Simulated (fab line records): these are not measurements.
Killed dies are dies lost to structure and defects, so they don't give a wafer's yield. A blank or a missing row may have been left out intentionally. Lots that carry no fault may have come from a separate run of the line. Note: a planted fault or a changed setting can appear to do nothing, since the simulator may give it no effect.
Which of the tools did it? + flow nand harc + Sampling: 12 lots, 36 wafers, 5 of 1302 route steps

== WHAT EACH GAUGE READ, for each wafer ==
NHARC_END_SORT_01. Usual: for defect limited yield, 89.9 % with a standard deviation of 2.6; for killed at array, 63 with a standard deviation of 18; for killed at other, 1.1 with a standard deviation of 1.3; for killed at periphery, 4.3 with a standard deviation of 2.8; for killed dies, 68 with a standard deviation of 18; for killed open, 3.3 with a standard deviation of 2; for killed short, 2.4 with a standard deviation of 1.6.
| lot  | measured     | on        | defect limited yield (%) | killed at array | killed at other | killed at periphery | killed dies | killed open | killed short | flag |
|------|--------------|-----------|--------------------------|-----------------|-----------------|---------------------|-------------|-------------|--------------|------|
| L281 | day 25 17:52 | prober-02 | 92.6 93.1 92.6           | 48 37 41        | 1 4 2           | 1 6 7               | 50 47 50    | 2 5 3       | 3 0 1        |      |
| L288 | day 32 01:22 | prober-01 | 88.3 73.7 75.2           | 72 166 166      | 1 1 1           | 6 11 1              | 79 178 168  | 2 2 4       | 1 2 4        | OFF  |
| L293 | day 32 09:58 | prober-01 | 92.8 92.3 92.6           | 45 43 39        | 1 0 1           | 3 9 10              | 49 52 50    | 9 2 3       | 3 4 3        |      |

== WHICH TOOL RAN EACH LOT (tool, then ch and the chambers of the sampled wafers, then the start) ==
| lot  | NHARC_A_M1_PVD_20            | NHARC_A_BONDPAD_ETCH_24                       | NHARC_A_BONDPAD_PVD_17                  | NHARC_THIN_TSV_ETCH_15           |
|------|------------------------------|-----------------------------------------------|-----------------------------------------|----------------------------------|
| L277 | pvd sputter-01, day 22 12:51 | rie diel-12 ch 1,2,3, day 23 05:47 or earlier | pvd sputter-01, day 23 05:47 or earlier | rie si-02 ch 0,2,3, day 23 05:47 |
| L279 | pvd sputter-02, day 23 14:50 | rie diel-03 ch 0,3, day 24 13:16 or earlier   | pvd sputter-02, day 24 13:16 or earlier | rie si-02 ch 2,3, day 24 13:16   |
| L281 | pvd sputter-03, day 24 05:29 | rie diel-12 ch 0,2,3, day 25 01:17 or earlier | pvd sputter-03, day 25 01:17 or earlier | rie si-01 ch 2,3, day 25 01:17   |
| L282 | pvd sputter-02, day 24 09:03 | rie diel-12 ch 1,2, day 25 03:34 or earlier   | pvd sputter-03, day 25 03:34 or earlier | rie si-04 ch 2,3, day 25 03:34   |
| L283 | pvd sputter-03, day 25 23:30 | rie diel-12 ch 1,2, day 30 08:51 or earlier   | pvd sputter-03, day 30 08:51 or earlier | rie si-01 ch 0,1, day 30 08:51   |
| L288 | pvd sputter-02, day 28 00:49 | rie diel-12 ch 1,2, day 30 14:56 or earlier   | pvd sputter-03, day 30 14:56 or earlier | rie si-01 ch 0,3, day 30 14:56   |
| L293 | pvd sputter-03, day 29 05:38 | rie diel-12 ch 1,2, day 30 17:09 or earlier   | pvd sputter-03, day 30 17:09 or earlier | rie si-01 ch 0,1, day 30 17:09   |
| L297 | pvd sputter-02, day 31 00:44 | rie diel-12 ch 1,2,3, day 32 05:17 or earlier | pvd sputter-03, day 32 05:17 or earlier | rie si-01 ch 0,2,3, day 32 05:17 |
| L296 | pvd sputter-02, day 31 01:19 | rie diel-11 ch 0,2,3, day 32 03:58 or earlier | pvd sputter-01, day 32 03:58 or earlier | rie si-04 ch 0,2,3, day 32 03:58 |
| L298 | pvd sputter-01, day 31 07:03 | rie diel-12 ch 0,1,2, day 32 06:29 or earlier | pvd sputter-01, day 32 06:29 or earlier | rie si-02 ch 1,3, day 32 06:29   |
| L299 | pvd sputter-02, day 32 08:04 | rie diel-11 ch 0,1, day 33 03:14 or earlier   | pvd sputter-01, day 33 03:14 or earlier | rie si-04 ch 0,2,3, day 33 03:14 |
| L300 | pvd sputter-03, day 33 06:29 | rie diel-11 ch 1,2,3, day 34 01:37 or earlier | pvd sputter-02, day 34 01:37 or earlier | rie si-01 ch 0,2,3, day 34 01:37 |
- NHARC_A_M1_PVD_20: deposits TaN, target thk 5 nm, time 8.06 s.
- NHARC_A_BONDPAD_ETCH_24: etches the open film in CF4/N2, target depth 30 nm, time 72.99 s.
- NHARC_A_BONDPAD_PVD_17: deposits TaN, target thk 5 nm, time 8.06 s.
- NHARC_THIN_TSV_ETCH_15: target depth 3000 nm, bosch target overetch cycles 2, bosch etch step 2.8 s.

== AS READ BY THE TOOLS THEMSELVES (means over the sampled wafers that have a number; for cases with no such wafer, the mark the record gives instead) ==
NHARC_A_M1_PVD_20. Usual: throttle valve pct 30.6 %, standard deviation 0.75.
| lot  | tool           | throttle valve pct (%) | flag |
|------|----------------|------------------------|------|
| L277 | pvd sputter-01 | 30.9                   |      |
| L279 | pvd sputter-02 | 30.9                   |      |
| L281 | pvd sputter-03 | 30.5                   |      |
| L282 | pvd sputter-02 | 30.8                   |      |
| L283 | pvd sputter-03 | 31.2                   |      |
| L288 | pvd sputter-02 | 30.0                   |      |
| L293 | pvd sputter-03 | 30.6                   |      |
| L297 | pvd sputter-02 | 30.3                   |      |
| L296 | pvd sputter-02 | 30.2                   |      |
| L298 | pvd sputter-01 | 30.7                   |      |
| L299 | pvd sputter-02 | 30.5                   |      |
| L300 | pvd sputter-03 | 30.8                   |      |

NHARC_A_BONDPAD_ETCH_24. Usual: drypump motor current A 5.9 A, standard deviation 0.42; oes product au 0.999 a.u., standard deviation 0.0065; rf fwd power W 297.1 W, standard deviation 1.1; rf vpp V 314.8 V, standard deviation 1.9; showerhead plenum p Torr 2.67 Torr, standard deviation 0.11; throttle valve pct 19.795 %, standard deviation 0.0096.
| lot  | tool        | drypump motor current A (A) | oes product au (a.u.) | rf fwd power W (W) | rf vpp V (V) | showerhead plenum p Torr (Torr) | throttle valve pct (%) | flag |
|------|-------------|-----------------------------|-----------------------|--------------------|--------------|---------------------------------|------------------------|------|
| L277 | rie diel-12 | 5.9                         | 0.999                 | 297.5              | 314.0        | 2.63                            | 19.791                 |      |
| L279 | rie diel-03 | 6.1                         | 0.996                 | 297.3              | 316.4        | 2.76                            | 19.797                 |      |
| L281 | rie diel-12 | 5.8                         | 0.994                 | 296.7              | 314.6        | 2.65                            | 19.794                 |      |
| L282 | rie diel-12 | 6.3                         | 1.002                 | 297.2              | 316.9        | 2.71                            | 19.797                 |      |
| L283 | rie diel-12 | 6.3                         | 1.004                 | 297.3              | 315.8        | 2.71                            | 19.791                 |      |
| L288 | rie diel-12 | 6.3                         | 0.999                 | 298.5              | 315.1        | 2.71                            | 19.792                 |      |
| L293 | rie diel-12 | 6.3                         | 1.002                 | 297.9              | 316.0        | 2.71                            | 19.805                 |      |
| L297 | rie diel-12 | 6.0                         | 1.002                 | 297.3              | 314.1        | 2.63                            | 19.797                 |      |
| L296 | rie diel-11 | 5.5                         | 1.005                 | 296.9              | 314.5        | 2.61                            | 19.797                 |      |
| L298 | rie diel-12 | 6.1                         | 0.999                 | 297.0              | 316.6        | 2.73                            | 19.787                 |      |
| L299 | rie diel-11 | 5.5                         | 1.000                 | 297.0              | 314.2        | 2.63                            | 19.779                 |      |
| L300 | rie diel-11 | 5.8                         | 0.998                 | 296.5              | 313.9        | 2.66                            | 19.792                 |      |

NHARC_A_BONDPAD_PVD_17. Usual: throttle valve pct 30.7 %, standard deviation 0.93.
| lot  | tool           | throttle valve pct (%) | flag |
|------|----------------|------------------------|------|
| L277 | pvd sputter-01 | 30.9                   |      |
| L279 | pvd sputter-02 | 30.1                   |      |
| L281 | pvd sputter-03 | 31.2                   |      |
| L282 | pvd sputter-03 | 30.7                   |      |
| L283 | pvd sputter-03 | 30.5                   |      |
| L288 | pvd sputter-03 | 30.4                   |      |
| L293 | pvd sputter-03 | 31.1                   |      |
| L297 | pvd sputter-03 | 30.3                   |      |
| L296 | pvd sputter-01 | 30.8                   |      |
| L298 | pvd sputter-01 | 30.5                   |      |
| L299 | pvd sputter-01 | 30.4                   |      |
| L300 | pvd sputter-02 | 30.2                   |      |

NHARC_THIN_TSV_ETCH_15. Usual: drypump motor current A 5.9 A, standard deviation 0.48.
| lot  | tool      | drypump motor current A (A) | flag |
|------|-----------|-----------------------------|------|
| L277 | rie si-02 | 6.1                         |      |
| L279 | rie si-02 | 6.0                         |      |
| L281 | rie si-01 | 6.0                         |      |
| L282 | rie si-04 | 6.3                         |      |
| L283 | rie si-01 | 5.3                         |      |
| L288 | rie si-01 | 5.5                         |      |
| L293 | rie si-01 | 5.3                         |      |
| L297 | rie si-01 | 5.7                         |      |
| L296 | rie si-04 | 6.1                         |      |
| L298 | rie si-02 | 6.4                         |      |
| L299 | rie si-04 | 6.0                         |      |
| L300 | rie si-01 | 5.7                         |      |

== THE ANSWER, worked out from the rows above alone ==
Rule: take the mean of a lot's wafers that have a number; if it is more than 3 standard deviations from the usual mean, the lot is off. Also off: a lot with no number at a reading for which 4 or more lots have one. Where the step has rows for the other lots, those lots are counted as sound. The gauges are gone through in route order, then the tools' own readings, and for those a lot's mean is taken as printed above. The first step at which some lot is off is used, and at that step the reading that is off furthest; a lot without a number counts as furthest.
Off, at NHARC_END_SORT_01 on defect limited yield: L288. Neither off nor sound, because the step has no rows for them: L277, L279, L282, L283, L297, L296, L298, L299, L300.
A tool fits if, at a process step before that reading, it ran every lot that is off, and no sound lot after the first of them. The gauges at NHARC_END_SORT_01 are tried like those tools. NHARC_A_BONDPAD_ETCH_24 gives no start for some lots, so the hours and the order of its lots are those of NHARC_THIN_TSV_ETCH_15. NHARC_A_BONDPAD_PVD_17 gives no start for some lots, so the hours and the order of its lots are those of NHARC_THIN_TSV_ETCH_15. One candidate fits, namely pvd sputter-02 at NHARC_A_M1_PVD_20. It ran no sound lot before its first lot that is off in this sample, so the start can't be narrowed down.
On the lots that are off, the tool's own readings at NHARC_A_M1_PVD_20 differ by more than 5 times the standard deviation of the sound lots' means, which bears it out; throttle valve pct reads 30.0 % there versus 30.6 % on the sound lots.

== WHAT THE SIMULATOR HAD PUT IN ==
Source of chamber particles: pvd sputter-02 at NHARC_A_M1_PVD_20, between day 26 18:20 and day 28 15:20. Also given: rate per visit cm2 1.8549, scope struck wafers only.
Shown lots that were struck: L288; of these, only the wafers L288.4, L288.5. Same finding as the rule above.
